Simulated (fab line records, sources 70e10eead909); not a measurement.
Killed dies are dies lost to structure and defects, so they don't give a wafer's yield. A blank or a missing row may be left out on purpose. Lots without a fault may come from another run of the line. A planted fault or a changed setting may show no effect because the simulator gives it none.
fab line records | flow nand_harc
record lots=24 wafers=72 last_day=33
route steps=1302 shown P_GATE@172 P_CONTACT@232 P_M0@264
lots that met no fault: from a run of the same line without faults
start_h: hours from the record's first day to the start of the lot's first wafer shown | wait_h: hours since the lot's step before | " the same as in the row above | L1.1+2: a row that stands for several wafers | - no value, or no start given | * or withheld: withheld | < > ~ a bound
route shown NAME@n: a module of which the file shows steps, and the number in the route of the first | usual: mean/standard deviation of fault-free wafers | same: alike in all rows | chamber/n: place in a boat | sites: the reading at each site | _std_site: their standard deviation | _edge_site: outer sites' mean less inner sites' | radius_mm: how far each site lies from the wafer's centre | mask NAME#n: copy n | behind: the tool/chamber that last shaped the wafer | hold: why the lot was held/for how many hours/how that ended | device: the transistor (n, p or np) that didn't switch | end of line: the same wafers' tests at the end of the route | a step without rows: its recipe alone | killed: dies lost to structure and defects at the first sort, not the wafer's yield | map: a wafer's dies, x killed, . not, _ none there
set.NAME: the setting as run; set.NAME@STEP: as run at that earlier step | model.NAME: the simulator's own value behind a step, which no gauge read
steps of the route over a sample of lots; a table a step, a row a wafer
services: from which hour (start_h, from the record's first day; less than 0 if before it) a tool's chamber was out of use, for how many hours, and why
## steps
# step NHARC_P_GATE_DESCUM_48
# recipe time_s=3 o2_flow_sccm=200 ar_flow_sccm=0 bias_power_w=0 chemistry=O2
# usual drypump_motor_current_A=5.7/0.53 oes_product_au=0.995/0.0098 rf_vpp_V=58.0/0.92 showerhead_plenum_p_Torr=1.95/0.081 throttle_valve_pct=11.311/0.0086
# same bias_power_w=0
# columns lot.wafer tool chamber start_h wait_h drypump_motor_current_A oes_product_au rf_hours_counter_h rf_vpp_V showerhead_plenum_p_Torr throttle_valve_pct
L074.2 rie_diel-10 1 109.71 - 5.9 1.001 1 57.1 1.82 11.307
L074.6 " 3 " " 5.5 0.992 - 59.9 2.03 11.318
L074.5 " 0 " " 6.4 0.980 - 59.2 1.99 11.309
L075.1 rie_diel-06 3 120.19 - 5.9 1.009 9 56.8 1.85 11.311
L075.4 " 0 " " 5.3 1.009 10 56.8 1.88 11.303
L075.5 " 1 " " 6.2 0.989 - 55.8 1.98 11.307
L076.3 rie_diel-10 3 134.22 - 5.5 0.998 1 59.5 2.03 11.321
L076.1 " 1 " " 5.8 0.997 2 56.7 1.82 11.317
L076.5 " 3 " " 5.5 0.995 - 59.1 2.03 11.313
L077.1 rie_diel-10 0 136.46 - 6.4 0.994 2 58.9 1.99 11.309
L077.3 " 3 " " 5.5 1.008 1 57.7 2.03 11.306
L077.6 " 0 " " 6.4 1.002 - 57.7 1.99 11.317
L078.4 rie_diel-06 1 144.58 - 6.3 0.992 0 55.4 1.98 11.310
L078.6 " 1 " " 6.3 0.988 - 58.3 1.98 11.310
L078.5 " 2 " " 6.1 1.000 - 56.8 1.81 11.304
L079.3 rie_diel-10 2 161.40 - 5.7 1.011 3 59.0 1.96 11.306
L079.1 " 0 " " 6.4 0.986 3 58.2 1.99 11.305
L079.5 " 2 " " 5.7 1.009 - 56.3 1.96 11.323
L080.4 rie_diel-10 3 162.06 - 5.5 1.004 3 59.5 2.03 11.301
L080.3 " 1 " " 5.8 1.003 3 57.8 1.82 11.296
L080.5 " 3 " " 5.5 0.999 - 58.0 2.03 11.307
L081.3 rie_diel-06 1 176.88 - 6.3 0.996 2 58.7 1.97 11.306
L081.2 " 0 " " 5.3 0.994 2 57.9 1.88 11.305
L081.5 " 1 " " 6.2 1.007 - 58.1 1.98 11.303
L082.2 rie_diel-10 2 190.21 - 5.7 1.024 3 57.9 1.96 11.315
L082.5 " 2 " " 5.7 1.016 - 57.5 1.96 11.303
L082.6 " 3 " " 5.5 0.999 - 58.8 2.03 11.314
L083.3 rie_diel-03 1 196.11 - 6.3 0.990 5 59.3 1.91 11.318
L083.2 " 2 " " 4.8 0.985 5 58.2 2.03 11.291
L083.5 " 1 " " 6.3 0.998 - 56.9 1.91 11.316
L084.4 rie_diel-03 1 216.91 - 6.3 0.981 6 58.6 1.91 11.313
L084.5 " 2 " " 4.8 0.978 - 58.5 2.03 11.310
L084.6 " 3 " " 4.8 1.003 - 58.1 2.02 11.330
L085.3 rie_diel-03 1 223.00 - 6.3 0.984 6 58.6 1.91 11.299
L085.2 " 3 " " 4.8 0.998 7 57.2 2.02 11.311
L085.5 " 1 " " 6.3 0.996 - 57.9 1.91 11.306
L086.1 rie_diel-10 0 232.23 - 6.4 0.991 6 58.5 1.99 11.304
L086.2 " 2 " " 5.8 1.018 4 57.2 1.96 11.298
L086.6 " 1 " " 5.8 1.012 - 58.0 1.82 11.301
L087.1 rie_diel-06 0 239.81 - 5.3 0.994 6 58.3 1.88 11.325
L087.2 " 1 " " 6.2 1.004 6 56.7 1.97 11.324
L087.3 " 3 " " 5.9 0.997 5 57.0 1.85 11.315
L088.1 rie_diel-10 0 261.22 - 6.3 0.993 1 59.8 1.99 11.326
L088.3 " 1 " " 5.8 0.990 1 57.7 1.82 11.320
L088.2 " 2 " " 5.7 0.994 0 58.2 1.96 11.316
L089.4 rie_diel-03 2 261.29 - 4.8 0.984 9 57.4 2.03 11.304
L089.2 " 3 " " 4.8 0.981 9 57.6 2.02 11.306
L089.5 " 1 " " 6.3 0.991 - 59.5 1.91 11.312
L090.1 rie_diel-06 0 273.76 - 5.3 0.978 8 58.2 1.88 11.307
L090.5 " 3 " " 5.9 1.001 - 57.2 1.85 11.314
L090.6 " 0 " " 5.3 0.992 - 57.0 1.88 11.297
L091.3 rie_diel-06 0 275.97 - 5.3 0.992 8 57.7 1.88 11.307
L091.1 " 2 " " 6.1 0.999 9 58.2 1.80 11.316
L091.5 " 1 " " 6.3 0.994 - 57.0 1.97 11.325
L092.2 rie_diel-03 0 290.55 - 5.0 0.993 0 58.0 2.05 11.316
L092.1 " 1 " " 6.3 0.976 0 57.8 1.91 11.299
L092.5 " 0 " " 5.0 0.974 - 57.9 2.05 11.315
L093.3 rie_diel-06 1 298.80 - 6.2 0.991 11 58.5 1.97 11.325
L093.1 " 2 " " 6.1 0.994 11 58.4 1.80 11.308
L093.4 " 3 " " 5.8 0.992 11 56.3 1.85 11.321
L094.2 rie_diel-03 1 313.18 - 6.3 0.985 2 59.4 1.91 11.301
L094.4 " 3 " " 4.8 1.004 2 58.8 2.02 11.310
L094.6 " 1 " " 6.3 0.985 - 57.0 1.91 11.320
L095.4 rie_diel-10 2 313.93 - 5.7 0.996 3 58.2 1.95 11.321
L095.3 " 3 " " 5.5 0.985 4 59.1 2.03 11.312
L095.5 " 2 " " 5.7 0.995 - 58.1 1.95 11.317
L096.4 rie_diel-03 1 324.72 - 6.3 0.988 3 58.8 1.91 11.322
L096.1 " 2 " " 4.8 0.996 2 58.8 2.02 11.317
L096.5 " 3 " " 4.8 1.011 - 58.5 2.02 11.312
L097.3 rie_diel-10 1 336.66 - 5.8 0.990 5 57.1 1.82 11.317
L097.1 " 2 " " 5.8 0.990 4 58.3 1.95 11.316
L097.2 " 3 " " 5.5 0.987 5 56.9 2.03 11.315
# step NHARC_P_GATE_STRIP_76
# recipe power_w=1500 temp_c=250 chemistry=O2
# usual drypump_motor_current_A=5.36/0.1 heater_power_w=348/20
# columns lot.wafer tool chamber start_h wait_h drypump_motor_current_A heater_power_w rf_hours_counter_h
L074.2 plasma_asher-02 0 112.31 0.2 5.42 366 5
L074.6 " 1 " " 5.49 349 -
L074.5 " 0 " " 5.46 386 -
L075.1 plasma_asher-02 1 122.58 0.2 5.46 354 7
L075.4 " 1 " " 5.43 361 -
L075.5 " 0 " " 5.43 382 -
L076.1 plasma_asher-01 0 136.60 0.2 5.34 357 29
L076.3 " 1 " " 5.21 328 -
L076.5 " 1 " " 5.20 334 -
L077.1 plasma_asher-01 0 139.09 0.2 5.36 354 30
L077.3 " 1 " " 5.19 331 -
L077.6 " 0 " " 5.35 347 -
L078.4 plasma_asher-02 1 147.09 0.2 5.51 357 -
L078.6 " 1 " " 5.51 344 -
L078.5 " 0 " " 5.38 380 -
L079.1 plasma_asher-02 1 163.79 0.2 5.50 356 17
L079.3 " 1 " " 5.49 364 -
L079.5 " 0 " " 5.38 374 -
L080.4 plasma_asher-02 1 164.47 0.2 5.49 349 -
L080.3 " 0 " " 5.40 377 -
L080.5 " 1 " " 5.49 346 -
L081.2 plasma_asher-01 1 179.26 0.2 5.22 317 1
L081.3 " 0 " " 5.32 356 -
L081.5 " 1 " " 5.21 320 -
L082.2 plasma_asher-02 1 192.60 0.2 5.49 348 24
L082.6 " 1 " " 5.49 350 -
L082.5 " 0 " " 5.40 379 -
L083.2 plasma_asher-01 0 198.48 0.2 5.35 356 5
L083.3 " 1 " " 5.19 314 -
L083.5 " 0 " " 5.36 356 -
L084.4 plasma_asher-01 1 219.28 0.2 5.21 311 -
L084.5 " 1 " " 5.22 318 -
L084.6 " 0 " " 5.34 349 -
L085.2 plasma_asher-02 0 225.27 0.2 5.41 385 29
L085.3 " 0 " " 5.46 370 -
L085.5 " 1 " " 5.48 356 -
L086.2 plasma_asher-01 0 234.60 0.2 5.38 367 11
L086.1 " 1 " " 5.20 314 11
L086.6 " 0 " " 5.39 357 -
L087.2 plasma_asher-01 0 242.24 0.2 5.34 348 12
L087.1 " 1 " " 5.20 305 12
L087.3 " 0 " " 5.35 361 -
L088.2 plasma_asher-01 1 263.47 0.2 5.24 320 16
L088.1 " 0 " " 5.32 353 16
L088.3 " 0 " " 5.36 349 -
L089.2 plasma_asher-02 0 263.93 0.2 5.40 360 2
L089.4 " 0 " " 5.42 360 -
L089.5 " 1 " " 5.46 343 -
L090.1 plasma_asher-02 1 276.00 0.2 5.46 348 5
L090.5 " 1 " " 5.47 346 -
L090.6 " 0 " " 5.39 362 -
L091.1 plasma_asher-01 0 278.44 0.2 5.35 352 21
L091.3 " 0 " " 5.37 360 -
L091.5 " 0 " " 5.33 351 -
L092.2 plasma_asher-01 1 292.79 0.2 5.23 311 23
L092.1 " 0 " " 5.35 357 23
L092.5 " 0 " " 5.33 350 -
L093.1 plasma_asher-02 1 301.18 0.2 5.48 347 11
L093.4 " 1 " " 5.48 348 -
L093.3 " 0 " " 5.43 368 -
L094.2 plasma_asher-01 1 315.44 0.2 5.21 312 27
L094.4 " 1 " " 5.22 324 -
L094.6 " 1 " " 5.22 317 -
L095.3 plasma_asher-02 0 316.20 0.2 5.40 359 -
L095.4 " 1 " " 5.49 343 -
L095.5 " 1 " " 5.51 346 -
L096.1 plasma_asher-02 1 327.12 0.2 5.46 349 17
L096.4 " 0 " " 5.41 374 -
L096.5 " 0 " " 5.41 354 -
L097.1 plasma_asher-01 0 338.91 0.2 5.32 354 32
L097.2 " 1 " " 5.21 318 32
L097.3 " 1 " " 5.21 313 -
# step NHARC_P_GATE_RTA_82
# recipe temp_c=450 time_s=30
# usual anneal_temp_c_max=451.5/0.33 lamp_power_pct=4.04/0.21 lamp_zone_6_pct=4.01/0.21 wafer_temp_C_max=451.7/0.48
# columns lot.wafer tool chamber start_h wait_h anneal_temp_c_max lamp_power_pct lamp_zone_6_pct wafer_temp_C_max
L074.2 rtp_anneal-01 0 116.02 - 451.2 3.83 3.80 451.2
L074.5 " 0 " " 452.2 3.83 3.80 451.1
L074.6 " 0 " " 451.8 3.83 3.80 451.4
L075.1 rtp_anneal-01 0 126.38 - 451.3 3.83 3.80 451.5
L075.4 " 0 " " 451.5 3.83 3.80 451.3
L075.5 " 0 " " 451.3 3.83 3.80 451.3
L076.1 rtp_anneal-02 0 140.37 - 451.2 4.25 4.22 452.7
L076.3 " 0 " " 450.8 4.26 4.22 451.7
L076.5 " 0 " " 451.1 4.25 4.22 452.2
L077.1 rtp_anneal-01 0 143.07 - 451.0 3.83 3.80 451.4
L077.3 " 0 " " 452.0 3.83 3.80 451.7
L077.6 " 0 " " 451.9 3.83 3.80 451.2
L078.4 rtp_anneal-02 0 150.88 - 451.9 4.25 4.22 451.7
L078.5 " 0 " " 451.5 4.26 4.21 452.6
L078.6 " 0 " " 451.3 4.25 4.21 451.1
L079.1 rtp_anneal-02 0 167.75 - 451.2 4.26 4.22 452.5
L079.3 " 0 " " 451.2 4.25 4.22 452.0
L079.5 " 0 " " 451.7 4.25 4.22 452.1
L080.3 rtp_anneal-01 0 168.60 - 452.1 3.84 3.80 451.7
L080.4 " 0 " " 451.3 3.84 3.80 451.5
L080.5 " 0 " " 452.0 3.83 3.80 452.3
L081.2 rtp_anneal-02 0 183.14 - 451.2 4.26 4.22 451.5
L081.3 " 0 " " 451.4 4.25 4.22 451.3
L081.5 " 0 " " 451.6 4.25 4.22 452.4
L082.2 rtp_anneal-01 0 196.42 - 451.8 3.83 3.81 451.6
L082.5 " 0 " " 451.9 3.83 3.80 451.7
L082.6 " 0 " " 451.8 3.83 3.80 451.6
L083.2 rtp_anneal-02 0 202.29 - 451.8 4.25 4.22 452.3
L083.3 " 0 " " 451.7 4.25 4.22 452.3
L083.5 " 0 " " 452.1 4.25 4.22 453.0
L084.4 rtp_anneal-02 0 223.15 - 451.0 4.26 4.22 452.0
L084.5 " 0 " " 451.3 4.26 4.22 451.8
L084.6 " 0 " " 451.1 4.26 4.22 451.3
L085.2 rtp_anneal-02 0 229.00 - 451.7 4.25 4.22 451.6
L085.3 " 0 " " 451.0 4.26 4.22 451.5
L085.5 " 0 " " 451.4 4.25 4.22 451.6
L086.1 rtp_anneal-02 0 238.40 - 451.5 4.26 4.22 452.0
L086.2 " 0 " " 452.0 4.25 4.22 451.7
L086.6 " 0 " " 452.1 4.26 4.21 451.8
L087.1 rtp_anneal-02 0 246.14 - 451.5 4.25 4.22 452.1
L087.2 " 0 " " 451.6 4.25 4.22 453.9
L087.3 " 0 " " 451.6 4.26 4.22 452.0
L088.1 rtp_anneal-01 0 267.29 - 451.8 3.84 3.80 451.2
L088.2 " 0 " " 451.5 3.83 3.80 451.6
L088.3 " 0 " " 451.5 3.83 3.81 451.9
L089.2 rtp_anneal-02 0 268.51 - 451.1 4.25 4.23 451.2
L089.4 " 0 " " 451.8 4.25 4.23 451.5
L089.5 " 0 " " 451.9 4.25 4.22 451.4
L090.1 rtp_anneal-01 0 280.06 - 451.6 3.83 3.80 451.4
L090.5 " 0 " " 451.3 3.83 3.80 451.8
L090.6 " 0 " " 451.2 3.83 3.80 451.6
L091.1 rtp_anneal-02 0 282.29 - 451.7 4.25 4.22 451.5
L091.3 " 0 " " 451.6 4.25 4.22 452.4
L091.5 " 0 " " 451.6 4.26 4.22 451.8
L092.1 rtp_anneal-02 0 296.48 - 451.1 4.25 4.22 452.0
L092.2 " 0 " " 451.8 4.25 4.22 451.3
L092.5 " 0 " " 451.3 4.25 4.22 452.2
L093.1 rtp_anneal-01 0 305.11 - 452.0 3.83 3.79 451.8
L093.3 " 0 " " 451.5 3.83 3.80 451.8
L093.4 " 0 " " 451.4 3.83 3.80 451.2
L094.2 rtp_anneal-01 0 319.29 - 451.4 3.83 3.80 451.7
L094.4 " 0 " " 451.8 3.84 3.81 451.5
L094.6 " 0 " " 452.1 3.83 3.80 451.3
L095.3 rtp_anneal-01 0 320.03 - 451.2 3.83 3.80 451.2
L095.4 " 0 " " 451.0 3.83 3.80 451.9
L095.5 " 0 " " 451.5 3.83 3.80 451.5
L096.1 rtp_anneal-01 0 330.78 - 450.8 3.83 3.80 451.4
L096.4 " 0 " " 451.0 3.83 3.80 451.6
L096.5 " 0 " " 451.4 3.83 3.80 451.6
L097.1 rtp_anneal-01 0 342.58 - 451.5 3.84 3.79 451.3
L097.2 " 0 " " 451.4 3.83 3.80 451.3
L097.3 " 0 " " 451.9 3.83 3.80 451.1
# step NHARC_P_CONTACT_CD_MEAS_12
# recipe target_cd_nm=90 landing_energy_ev=500
# usual cd_nm=89.9/0.61
# columns lot.wafer tool chamber start_h wait_h cd_nm
L074.2 cd_sem-01 0 117.67 - 90.5
L074.5 " 0 " " 89.3
L074.6 " 0 " " 89.7
L075.1 cd_sem-02 0 128.19 - 89.7
L075.4 " 0 " " 89.5
L075.5 " 0 " " 88.9
L076.1 cd_sem-02 0 142.19 - 89.3
L076.3 " 0 " " 88.8
L076.5 " 0 " " 89.0
L077.1 cd_sem-02 0 145.02 - 89.7
L077.3 " 0 " " 88.9
L077.6 " 0 " " 89.9
L078.4 cd_sem-01 0 152.48 - 90.1
L078.5 " 0 " " 89.7
L078.6 " 0 " " 90.4
L079.1 cd_sem-01 0 169.43 - 90.4
L079.3 " 0 " " 89.2
L079.5 " 0 " " 89.4
L080.3 cd_sem-02 0 170.36 - 89.2
L080.4 " 0 " " 89.9
L080.5 " 0 " " 89.5
L081.2 cd_sem-02 0 184.79 - 89.1
L081.3 " 0 " " 89.5
L081.5 " 0 " " 90.7
L082.2 cd_sem-03 0 198.19 - 89.4
L082.5 " 0 " " 89.8
L082.6 " 0 " " 88.8
L083.2 cd_sem-02 0 203.94 - 91.2
L083.3 " 0 " " 90.5
L083.5 " 0 " " 90.2
L084.4 cd_sem-03 0 224.90 - 88.8
L084.5 " 0 " " 88.6
L084.6 " 0 " " 89.3
L085.2 cd_sem-02 0 230.66 - 90.6
L085.3 " 0 " " 90.3
L085.5 " 0 " " 90.4
L086.1 cd_sem-03 0 240.08 - 89.6
L086.2 " 0 " " 89.7
L086.6 " 0 " " 90.5
L087.1 cd_sem-02 0 247.82 - 90.4
L087.2 " 0 " " 91.0
L087.3 " 0 " " 90.5
L088.1 cd_sem-02 0 269.09 - 91.0
L088.2 " 0 " " 90.4
L088.3 " 0 " " 90.2
L089.2 cd_sem-02 0 270.30 - 89.3
L089.4 " 0 " " 88.8
L089.5 " 0 " " 89.4
L090.1 cd_sem-03 0 282.03 - 89.4
L090.5 " 0 " " 89.5
L090.6 " 0 " " 89.4
L091.1 cd_sem-01 0 284.09 - 89.3
L091.3 " 0 " " 89.1
L091.5 " 0 " " 89.9
L092.1 cd_sem-01 0 298.30 - 90.7
L092.2 " 0 " " 90.6
L092.5 " 0 " " 90.2
L093.1 cd_sem-02 0 306.79 - 90.6
L093.3 " 0 " " 90.1
L093.4 " 0 " " 89.3
L094.2 cd_sem-01 0 320.94 - 90.5
L094.4 " 0 " " 90.2
L094.6 " 0 " " 90.4
L095.3 cd_sem-02 0 321.79 - 90.1
L095.4 " 0 " " 89.2
L095.5 " 0 " " 89.7
L096.1 cd_sem-02 0 332.83 - 90.9
L096.4 " 0 " " 89.6
L096.5 " 0 " " 89.9
L097.1 cd_sem-01 0 344.41 - 89.6
L097.2 " 0 " " 90.6
L097.3 " 0 " " 90.6
# step NHARC_P_CONTACT_ETCH_35
# recipe target_depth_a=390 over_etch_frac=0.3 time_s=65 ion_energy_ev=80 cf4_flow_sccm=150 ar_flow_sccm=0 rf_w=300 bias_w=100 chemistry=CF4
# usual drypump_motor_current_A=5.7/0.35 oes_product_au=1.003/0.0091 rf_vpp_V=151.0/1.2 showerhead_plenum_p_Torr=1.75/0.069 throttle_valve_pct=13.283/0.0095
# columns lot.wafer tool chamber start_h wait_h drypump_motor_current_A oes_product_au rf_hours_counter_h rf_vpp_V showerhead_plenum_p_Torr throttle_valve_pct
L074.2 rie_diel-04 1 117.94 0.1 5.7 1.010 3.2 151.1 1.69 13.271
L074.5 " 1 " " 5.7 1.003 - 150.8 1.69 13.292
L074.6 " 2 " " 5.2 0.983 - 151.1 1.81 13.291
L075.1 rie_diel-13 3 128.46 0.1 6.1 1.010 2.7 148.1 1.70 13.262
L075.4 " 1 " " 5.0 0.996 2.7 151.0 1.70 13.278
L075.5 " 3 " " 6.1 1.013 - 149.8 1.70 13.283
L076.3 rie_diel-08 3 142.46 0.1 6.1 1.019 5.9 150.6 1.81 13.274
L076.1 " 2 " " 5.8 1.003 5.0 149.1 1.72 13.291
L076.5 " 3 " " 6.0 1.017 - 153.1 1.81 13.287
L077.1 rie_diel-04 3 145.30 0.1 6.1 1.001 4.1 151.6 1.67 13.279
L077.3 " 0 " " 5.7 0.982 4.1 152.0 1.79 13.283
L077.6 " 2 " " 5.2 0.993 - 153.4 1.81 13.277
L078.4 rie_diel-08 3 152.74 0.1 6.1 1.020 6.3 151.0 1.81 13.272
L078.6 " 3 " " 6.1 1.014 - 151.6 1.81 13.292
L078.5 " 0 " " 5.9 0.998 - 152.7 1.87 13.270
L079.1 rie_diel-04 3 169.71 0.1 6.1 1.010 4.8 149.5 1.67 13.279
L079.3 " 0 " " 5.7 0.996 4.7 152.6 1.79 13.278
L079.5 " 2 " " 5.2 1.005 - 152.6 1.81 13.304
L080.3 rie_diel-04 2 170.63 0.1 5.2 1.004 5.0 152.3 1.81 13.298
L080.4 " 3 " " 6.1 1.025 5.1 148.8 1.67 13.276
L080.5 " 2 " " 5.2 1.004 - 152.8 1.81 13.283
L081.2 rie_diel-13 2 185.08 0.1 6.2 0.998 0.1 150.5 1.71 13.293
L081.3 " 0 " " 5.6 1.018 0.1 151.5 1.86 13.291
L081.5 " 1 " " 5.0 1.006 - 151.3 1.70 13.292
L082.2 rie_diel-04 1 198.46 0.1 5.7 0.990 0.2 151.1 1.68 13.289
L082.5 " 1 " " 5.7 0.997 - 150.3 1.68 13.285
L082.6 " 2 " " 5.2 0.999 - 151.5 1.81 13.272
L083.2 rie_diel-04 2 204.22 0.1 5.2 0.991 0.6 150.7 1.81 13.287
L083.3 " 3 " " 6.1 1.016 0.4 151.0 1.67 13.285
L083.5 " 1 " " 5.7 0.986 - 149.4 1.68 13.287
L084.4 rie_diel-13 2 225.17 0.1 6.2 1.002 1.1 149.4 1.71 13.281
L084.5 " 1 " " 5.0 1.005 - 151.2 1.70 13.293
L084.6 " 2 " " 6.2 0.988 - 151.1 1.71 13.291
L085.3 rie_diel-04 3 230.92 0.1 6.1 1.007 0.9 149.3 1.67 13.273
L085.2 " 0 " " 5.7 0.996 1.0 153.3 1.79 13.276
L085.5 " 0 " " 5.7 0.997 - 152.2 1.79 13.275
L086.2 rie_diel-08 2 240.35 0.1 5.8 1.004 2.1 151.2 1.72 13.300
L086.1 " 0 " " 5.9 1.001 1.5 153.1 1.87 13.286
L086.6 " 3 " " 6.1 1.012 - 151.1 1.81 13.279
L087.2 rie_diel-04 3 248.11 0.1 6.1 1.010 1.6 149.7 1.67 13.283
L087.1 " 1 " " 5.7 0.996 2.0 151.3 1.68 13.278
L087.3 " 2 " " 5.2 1.010 2.0 152.8 1.81 13.307
L088.3 rie_diel-13 0 269.37 0.1 5.6 1.000 2.0 152.0 1.86 13.307
L088.1 " 1 " " 5.1 0.997 2.1 150.8 1.70 13.297
L088.2 " 2 " " 6.2 0.999 2.3 151.9 1.71 13.275
L089.2 rie_diel-13 3 270.59 0.1 6.1 1.005 1.6 148.6 1.70 13.279
L089.4 " 2 " " 6.2 0.999 - 152.0 1.71 13.272
L089.5 " 3 " " 6.1 0.998 - 150.8 1.70 13.290
L090.1 rie_diel-08 1 282.31 0.1 5.5 1.010 4.4 151.1 1.68 13.285
L090.6 " 3 " " 6.1 1.002 - 152.2 1.81 13.284
L090.5 " 0 " " 5.9 1.002 - 151.9 1.87 13.294
L091.3 rie_diel-13 2 284.36 0.1 6.2 0.995 3.2 150.8 1.71 13.280
L091.1 " 1 " " 5.0 1.018 3.0 149.1 1.70 13.276
L091.5 " 3 " " 6.1 1.012 - 150.1 1.70 13.289
L092.2 rie_diel-04 0 298.57 0.1 5.7 0.991 2.4 151.8 1.79 13.286
L092.1 " 2 " " 5.2 0.999 3.5 154.2 1.81 13.279
L092.5 " 1 " " 5.7 1.004 - 150.2 1.68 13.311
L093.1 rie_diel-08 1 307.06 0.1 5.5 0.998 6.1 151.4 1.68 13.269
L093.3 " 3 " " 6.1 1.015 6.9 150.8 1.81 13.281
L093.4 " 0 " " 5.9 1.010 4.4 152.5 1.87 13.281
L094.4 rie_diel-08 3 321.21 0.1 6.1 1.011 7.5 152.6 1.81 13.283
L094.2 " 0 " " 5.9 1.003 4.9 152.6 1.87 13.289
L094.6 " 3 " " 6.1 1.013 - 151.6 1.81 13.289
L095.4 rie_diel-04 3 322.05 0.1 6.1 0.992 3.3 149.8 1.67 13.283
L095.3 " 2 " " 5.2 0.999 4.2 152.1 1.81 13.291
L095.5 " 3 " " 6.1 1.000 - 150.2 1.67 13.299
L096.4 rie_diel-08 0 333.11 0.1 5.9 0.995 5.5 152.8 1.87 13.276
L096.1 " 2 " " 5.9 0.992 5.7 150.9 1.72 13.273
L096.5 " 3 " " 6.1 1.018 - 151.5 1.81 13.290
L097.2 rie_diel-04 0 344.70 0.1 5.7 1.011 3.7 151.9 1.79 13.267
L097.1 " 2 " " 5.2 1.016 4.8 151.3 1.81 13.288
L097.3 " 3 " " 6.0 1.012 4.0 149.7 1.67 13.278
# step NHARC_P_M0_OVL_MEAS_10
# recipe pitch_nm=180
# usual overlay_x_nm=0.2/0.83 overlay_y_nm=0.0/0.83
# columns lot.wafer tool chamber start_h wait_h overlay_x_nm overlay_y_nm
L074.2 overlay-01 - 122.47 - -1.2 1.5
L074.5 " - " " -1.2 1.7
L074.6 " - " " -0.9 1.5
L075.1 overlay-01 - 132.32 - -0.6 0.8
L075.4 " - " " -1.2 0.4
L075.5 " - " " -0.7 0.3
L076.1 overlay-02 - 146.35 - 0.5 0.3
L076.3 " - " " 0.3 0.0
L076.5 " - " " -0.3 -0.1
L077.1 overlay-01 - 149.23 - 1.7 1.5
L077.3 " - " " 1.6 1.5
L077.6 " - " " 1.2 1.8
L078.4 overlay-02 - 156.75 - -1.5 0.2
L078.5 " - " " -2.1 0.3
L078.6 " - " " -1.9 0.3
L079.1 overlay-02 - 173.70 - 0.5 0.8
L079.3 " - " " 0.3 0.9
L079.5 " - " " -0.3 1.0
L080.3 overlay-01 - 174.64 - 1.5 0.2
L080.4 " - " " 0.9 0.0
L080.5 " - " " 0.8 -0.1
L081.2 overlay-01 - 189.17 - 0.1 -0.6
L081.3 " - " " 0.0 -0.6
L081.5 " - " " -0.1 -0.8
L082.2 overlay-02 - 202.48 - 1.1 -0.3
L082.5 " - " " 1.3 -0.3
L082.6 " - " " 1.1 -0.2
L083.2 overlay-01 - 208.20 - -0.3 0.0
L083.3 " - " " 0.2 -0.5
L083.5 " - " " -0.1 0.3
L084.4 overlay-01 - 229.05 - 0.0 -0.7
L084.5 " - " " -0.3 -1.2
L084.6 " - " " 0.1 -0.7
L085.2 overlay-02 - 234.91 - 1.8 -1.8
L085.3 " - " " 1.8 -1.7
L085.5 " - " " 1.2 -1.5
L086.1 overlay-02 - 244.32 - 0.5 -0.6
L086.2 " - " " 0.6 -1.1
L086.6 " - " " 0.2 -0.7
L087.1 overlay-02 - 252.33 - 1.1 -0.1
L087.2 " - " " 1.0 -0.2
L087.3 " - " " 0.6 -0.2
L088.1 overlay-02 - 273.28 - 0.3 -1.2
L088.2 " - " " 0.0 -0.8
L088.3 " - " " 0.1 -1.1
L089.2 overlay-01 - 274.74 - -0.7 -0.9
L089.4 " - " " -1.1 -0.5
L089.5 " - " " -0.9 -1.2
L090.1 overlay-02 - 286.27 - 0.6 -0.9
L090.5 " - " " 0.6 -0.8
L090.6 " - " " 0.1 -0.6
L091.1 overlay-01 - 288.33 - 1.2 -0.1
L091.3 " - " " 1.0 0.0
L091.5 " - " " 0.4 -0.7
L092.1 overlay-01 - 302.55 - 0.1 -0.1
L092.2 " - " " 0.4 -0.7
L092.5 " - " " -0.1 -0.4
L093.1 overlay-02 - 311.09 - 0.4 0.2
L093.3 " - " " 0.2 0.2
L093.4 " - " " 0.8 0.3
L094.2 overlay-01 - 325.37 - 1.2 0.4
L094.4 " - " " 0.9 0.8
L094.6 " - " " 0.8 0.4
L095.3 overlay-01 - 326.09 - -0.4 0.6
L095.4 " - " " -0.4 0.9
L095.5 " - " " -1.0 0.8
L096.1 overlay-01 - 337.12 - 0.3 0.8
L096.4 " - " " 0.2 1.5
L096.5 " - " " 0.2 1.5
L097.1 overlay-01 - 348.82 - 0.5 0.1
L097.2 " - " " 0.8 0.3
L097.3 " - " " 1.0 0.3
## services
# columns tool chamber start_h hours kind
rie_diel-04 1 96.05 3.8 repair
rie_diel-03 - 104.30 9.0 pm
rie_diel-06 - 130.30 9.0 pm
rie_diel-04 - 132.37 0.2 repair
rie_diel-06 3 150.47 8.0 repair
plasma_asher-02 - 152.78 0.7 repair
rie_diel-03 0 155.35 6.5 repair
plasma_asher-01 - 165.00 9.0 pm
rie_diel-10 3 165.15 3.4 repair
rie_diel-10 2 168.18 3.9 repair
rie_diel-04 - 177.90 9.0 pm
rie_diel-08 - 190.80 9.0 pm
rie_diel-03 3 200.64 1.8 repair
rie_diel-06 2 239.09 4.6 repair
rie_diel-08 2 240.38 14.4 repair
rie_diel-10 - 242.59 9.0 pm
rie_diel-04 0 247.55 6.7 repair
rie_diel-08 0 248.12 31.5 repair
plasma_asher-02 - 249.61 9.0 pm
rie_diel-04 3 258.78 2.0 repair
rie_diel-04 3 268.35 9.8 repair
rie_diel-04 1 328.15 17.7 repair
plasma_asher-02 - 341.74 1.1 repair
plasma_asher-01 - 342.00 9.0 pm
## key
fault none
